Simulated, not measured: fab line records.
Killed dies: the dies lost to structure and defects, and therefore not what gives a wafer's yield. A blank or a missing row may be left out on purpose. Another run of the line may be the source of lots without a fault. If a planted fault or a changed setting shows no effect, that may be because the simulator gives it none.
Chamber matching -- flow nandHarc -- NHARC_A_CHANNEL_FILL_D2_ETCHBACK_19 on rieSi-01 has 4 sister chambers
The step etches the open film in HBr/Cl2, target depth 5 nm, time 1.7 s. 20 wafers are shown with their chamber, then 10 later ones without.

WAFERS PAIRED WITH THEIR CHAMBERS
wafer,chamber,drypumpMotorCurrentA (A),oesProductAu (a.u.),throttleValvePct (%)
L075.3,0,5.6,1.012,26.397
L075.5,0,5.6,1.009,26.396
L075.6,1,5.9,0.998,26.422
L078.4,1,5.9,1.003,26.427
L078.5,1,5.9,0.996,26.409
L078.6,2,5.3,1.002,26.407
L080.1,0,5.6,0.994,26.405
L080.3,1,5.9,0.963,26.410
L080.5,3,6.3,0.993,26.419
L081.1,3,6.3,1.006,26.406
L081.2,0,5.6,1.003,26.404
L081.3,1,5.9,0.972,26.415
L082.1,3,6.3,1.011,26.412
L082.3,1,5.9,0.969,26.399
L082.5,3,6.3,1.012,26.424
L083.2,1,5.9,0.984,26.415
L083.5,2,5.2,1.011,26.393
L083.6,3,6.3,1.004,26.398
L084.3,1,5.9,0.973,26.401
L084.4,0,5.6,1.001,26.408

SIGNATURES (averages over the wafers above)
reading,chamber 0,chamber 1,chamber 2,chamber 3,scatter within a chamber
drypumpMotorCurrentA,5.600,5.900,5.250,6.300,0.0177
oesProductAu,1.00380,0.98225,1.00650,1.00520,0.0114
throttleValvePct,26.40200,26.41225,26.40000,26.41180,0.00894
Rule: for a wafer and a chamber, the distance is found by dividing, reading by reading, the gap between the wafer's reading and the chamber's mean by the reading's scatter, squaring, summing and taking the root. If the next closest chamber is less than 2 further off than the closest, the wafer can't be placed; otherwise it belongs to the closest. The scatter is the square root of a quotient: the sum, over the shown wafers, of each reading's squared deviation from its chamber's mean, divided by wafers minus chambers.

WAFERS MISSING THEIR CHAMBER
wafer,drypumpMotorCurrentA (A),oesProductAu (a.u.),throttleValvePct (%)
L084.5,6.3,1.012,26.410
L087.1,5.6,1.016,26.415
L087.2,6.3,1.019,26.388
L087.4,5.3,1.023,26.409
L088.3,6.3,1.010,26.408
L088.4,5.3,1.008,26.409
L088.6,6.3,1.003,26.408
L089.2,5.2,1.011,26.399
L089.3,6.3,1.013,26.411
L089.6,5.6,1.013,26.408

CHAMBER TAKEN BY EACH
wafer,from the rows above,in truth
L084.5,3,3
L087.1,0,0
L087.2,3,3
L087.4,2,2
L088.3,3,3
L088.4,2,2
L088.6,3,3
L089.2,2,2
L089.3,3,3
L089.6,0,0
Placed correctly: 10 of 10. Not placeable from these rows: 0. Number placed wrongly: 0.
